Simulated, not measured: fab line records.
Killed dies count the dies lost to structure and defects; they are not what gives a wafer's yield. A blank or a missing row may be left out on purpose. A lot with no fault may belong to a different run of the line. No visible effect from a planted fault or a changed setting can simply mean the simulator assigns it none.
Chamber matching :: flow nand harc :: 4 sister chambers for NHARC_A_SLIT_DESCUM_14 on rie diel-09
The step chemistry O2, time 3 s. 18 wafers are shown with their chamber, then 9 later ones without.

## WAFERS WITH THEIR CHAMBER
wafer: L880.1
chamber: 1
drypump motor current A (A): 5.8
oes product au (a.u.): 0.986
throttle valve pct (%): 11.317

wafer: L880.2
chamber: 2
drypump motor current A (A): 5.9
oes product au (a.u.): 1.000
throttle valve pct (%): 11.312

wafer: L880.6
chamber: 3
drypump motor current A (A): 6.4
oes product au (a.u.): 1.000
throttle valve pct (%): 11.315

wafer: L883.1
chamber: 3
drypump motor current A (A): 6.3
oes product au (a.u.): 0.993
throttle valve pct (%): 11.295

wafer: L883.5
chamber: 0
drypump motor current A (A): 5.6
oes product au (a.u.): 0.989
throttle valve pct (%): 11.303

wafer: L883.6
chamber: 1
drypump motor current A (A): 5.8
oes product au (a.u.): 0.989
throttle valve pct (%): 11.329

wafer: L886.1
chamber: 0
drypump motor current A (A): 5.6
oes product au (a.u.): 0.988
throttle valve pct (%): 11.315

wafer: L886.4
chamber: 2
drypump motor current A (A): 5.9
oes product au (a.u.): 1.007
throttle valve pct (%): 11.305

wafer: L886.6
chamber: 2
drypump motor current A (A): 5.9
oes product au (a.u.): 1.000
throttle valve pct (%): 11.308

wafer: L887.1
chamber: 3
drypump motor current A (A): 6.3
oes product au (a.u.): 1.002
throttle valve pct (%): 11.306

wafer: L887.3
chamber: 0
drypump motor current A (A): 5.6
oes product au (a.u.): 0.991
throttle valve pct (%): 11.294

wafer: L887.6
chamber: 3
drypump motor current A (A): 6.3
oes product au (a.u.): 1.005
throttle valve pct (%): 11.306

wafer: L889.1
chamber: 0
drypump motor current A (A): 5.6
oes product au (a.u.): 0.993
throttle valve pct (%): 11.323

wafer: L889.5
chamber: 2
drypump motor current A (A): 5.9
oes product au (a.u.): 1.005
throttle valve pct (%): 11.322

wafer: L889.6
chamber: 3
drypump motor current A (A): 6.4
oes product au (a.u.): 1.004
throttle valve pct (%): 11.319

wafer: L890.2
chamber: 2
drypump motor current A (A): 5.9
oes product au (a.u.): 1.001
throttle valve pct (%): 11.304

wafer: L890.3
chamber: 0
drypump motor current A (A): 5.6
oes product au (a.u.): 0.993
throttle valve pct (%): 11.294

wafer: L890.5
chamber: 1
drypump motor current A (A): 5.8
oes product au (a.u.): 1.000
throttle valve pct (%): 11.305

SIGNATURES, as means of the wafers listed above
reading: drypump motor current A
chamber 0: 5.600
chamber 1: 5.800
chamber 2: 5.900
chamber 3: 6.340
scatter within a chamber: 0.0293

reading: oes product au
chamber 0: 0.99080
chamber 1: 0.99167
chamber 2: 1.00260
chamber 3: 1.00080
scatter within a chamber: 0.00432

reading: throttle valve pct
chamber 0: 11.30580
chamber 1: 11.31700
chamber 2: 11.31020
chamber 3: 11.30820
scatter within a chamber: 0.0104
Rule: distance of a wafer from a chamber = root of the sum over the readings of ((wafer's reading minus chamber's mean) / reading's scatter) squared. If the next closest chamber is less than 2 further off than the closest, the wafer can't be placed; otherwise it belongs to the closest. How the scatter is found: for the shown wafers, subtract from each reading the mean of its chamber, square and add these, divide the total by (wafers less chambers), then take the root.

## WAFERS MISSING THEIR CHAMBER
wafer: L893.4
drypump motor current A (A): 5.9
oes product au (a.u.): 1.014
throttle valve pct (%): 11.313

wafer: L893.5
drypump motor current A (A): 5.6
oes product au (a.u.): 0.984
throttle valve pct (%): 11.322

wafer: L893.6
drypump motor current A (A): 5.8
oes product au (a.u.): 1.002
throttle valve pct (%): 11.303

wafer: L897.1
drypump motor current A (A): 5.7
oes product au (a.u.): 0.986
throttle valve pct (%): 11.293

wafer: L897.2
drypump motor current A (A): 5.9
oes product au (a.u.): 1.002
throttle valve pct (%): 11.310

wafer: L897.5
drypump motor current A (A): 6.3
oes product au (a.u.): 0.995
throttle valve pct (%): 11.318

wafer: L900.1
drypump motor current A (A): 5.6
oes product au (a.u.): 0.979
throttle valve pct (%): 11.320

wafer: L900.4
drypump motor current A (A): 5.8
oes product au (a.u.): 1.003
throttle valve pct (%): 11.291

wafer: L900.6
drypump motor current A (A): 5.6
oes product au (a.u.): 0.992
throttle valve pct (%): 11.326

## WHICH CHAMBER EACH WENT THROUGH
wafer: L893.4
from the rows above: 2
in truth: 2

wafer: L893.5
from the rows above: 0
in truth: 0

wafer: L893.6
from the rows above: can't be placed: 1 or 2
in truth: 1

wafer: L897.1
from the rows above: can't be placed: 0 or 1
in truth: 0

wafer: L897.2
from the rows above: 2
in truth: 2

wafer: L897.5
from the rows above: 3
in truth: 3

wafer: L900.1
from the rows above: 0
in truth: 0

wafer: L900.4
from the rows above: can't be placed: 1 or 2
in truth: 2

wafer: L900.6
from the rows above: 0
in truth: 0
Correct placement for 6 of the 9. These rows do not allow placing 3 (true chamber among the candidates in 3). 0 placed wrongly.
